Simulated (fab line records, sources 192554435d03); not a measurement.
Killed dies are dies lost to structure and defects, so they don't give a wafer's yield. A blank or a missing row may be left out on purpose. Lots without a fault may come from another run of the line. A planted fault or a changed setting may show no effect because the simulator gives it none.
Problem report in the 8D (eight disciplines) form, filled by code | flow n5_finfet | the parts of the form that need people (team, actions taken, sign-off) are left out

1. THE PROBLEM
run_length_s at N5_BEOL_M11_ETCH_41 reads a mean of 133.8 s on 3 wafers of 2 lots; wafers without a fault read 109.4 s with a standard deviation of 0.45. That is +54 standard deviations from the usual mean.
The step: etches SiCN in CH3F/O2, target depth 42.6 nm, time 86 s.
First seen on wafer L677.5, day 11 10:01, on rie_diel-06. The record holds 17 wafers of 6 lots with a number at this step. Rule for "out", or "out of limits": more than 4 standard deviations from the usual mean. The other wafers with a number count as sound.

2. WHAT IT IS AND WHAT IT IS NOT
question                    | is                     | is not
which readings at this step | run_length_s           | drypump_motor_current_A, oes_product_au, rf_vpp_V, showerhead_plenum_p_Torr, throttle_valve_pct
which lots                  | L676, L677             | L673, L675, L692, L694
which wafers of those lots  | L676.2, L676.5, L677.5 | L677.1, L677.4
read on which tools         | rie_diel-06            | rie_diel-02, rie_diel-04
when                        | from day 11 10:01      | up to then (8 sound wafers); but 6 sound wafers of L692, L694 came after

3. SUSPECTS, AND WHAT RULES EACH OUT
Counting: a tool at a process step up to the reading stays a suspect if it ran every lot that is out. Sound lots after the first of them don't rule it out here, since some wafers of a struck lot are sound.
- rie_diel-06 at N5_BEOL_M11_DESCUM_33 (chemistry O2, time 7.9 s): kept. It ran every lot that is out, first L677 (day 11 09:40); its last sound lot up to then is L673 (day 10 14:46).
- rie_diel-06 at N5_BEOL_M11_ETCH_66 (etches SOC in N2/H2, target depth 120 nm, overetch 24 nm, time 180 s): kept. It ran every lot that is out, first L677 (day 11 09:46); its last sound lot up to then is L673 (day 10 14:52).
- rie_diel-06 at N5_BEOL_M11_VIA_ETCH_34 (etches SiCOH lowk in C4F6/O2, target depth 184.5 nm, time 69.2 s): kept. It ran every lot that is out, first L677 (day 11 09:53); its last sound lot up to then is L673 (day 10 14:59).
- rie_diel-06 at N5_BEOL_M11_STRIP_36 (strips in N2/H2): kept. It ran every lot that is out, first L677 (day 11 09:56); its last sound lot up to then is L673 (day 10 15:03).
- rie_diel-06 at N5_BEOL_M11_ETCH_41 (etches SiCN in CH3F/O2, target depth 42.6 nm, time 86 s): kept. It ran every lot that is out, first L677 (day 11 10:01); its last sound lot up to then is L673 (day 10 15:08). Its own readings are out on those wafers: run_length_s.
- Within rie_diel-06 at N5_BEOL_M11_DESCUM_33: the wafers that are out ran in chamber 3; their sound lot-mates ran in chamber 1.
- Within rie_diel-06 at N5_BEOL_M11_ETCH_66: the wafers that are out ran in chamber 3; their sound lot-mates ran in chamber 1.
- Within rie_diel-06 at N5_BEOL_M11_VIA_ETCH_34: the wafers that are out ran in chamber 3; their sound lot-mates ran in chamber 1.
- Within rie_diel-06 at N5_BEOL_M11_STRIP_36: the wafers that are out ran in chamber 3; their sound lot-mates ran in chamber 1.
- Within rie_diel-06 at N5_BEOL_M11_ETCH_41: the wafers that are out ran in chamber 3; their sound lot-mates ran in chamber 1.
Left after counting: rie_diel-06 at N5_BEOL_M11_DESCUM_33, rie_diel-06 at N5_BEOL_M11_ETCH_66, rie_diel-06 at N5_BEOL_M11_VIA_ETCH_34, rie_diel-06 at N5_BEOL_M11_STRIP_36, rie_diel-06 at N5_BEOL_M11_ETCH_41.

4. THE CAUSE (what the simulator had put in)
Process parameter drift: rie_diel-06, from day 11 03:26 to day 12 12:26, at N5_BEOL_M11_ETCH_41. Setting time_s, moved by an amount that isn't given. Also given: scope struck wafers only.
Counting left 5 suspects, and this tool is among them.

5. THE CHAIN OF EFFECTS, in route order
Each row: a reading whose mean over the struck wafers that have a number lies more than 3 standard deviations from the usual. Only readings for which the record gives a usual standard deviation are gone through. hours: the time from each lot's start at the first step in this table that gives one to its start at this step, as a median over the lots. sigmas: the change in usual standard deviations.
hours | step                | reading      | usual   | on struck wafers | change | sigmas
0     | N5_BEOL_M11_ETCH_41 | run_length_s | 109.4 s | 133.8            | +24.4  | +54
The process steps in it:
- N5_BEOL_M11_ETCH_41: etches SiCN in CH3F/O2, target depth 42.6 nm, time 86 s.

6. WHAT WOULD HAVE CAUGHT IT SOONER
In this record the first reading out of limits was taken at day 11 10:01, 7 hours after the fault began at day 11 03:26.
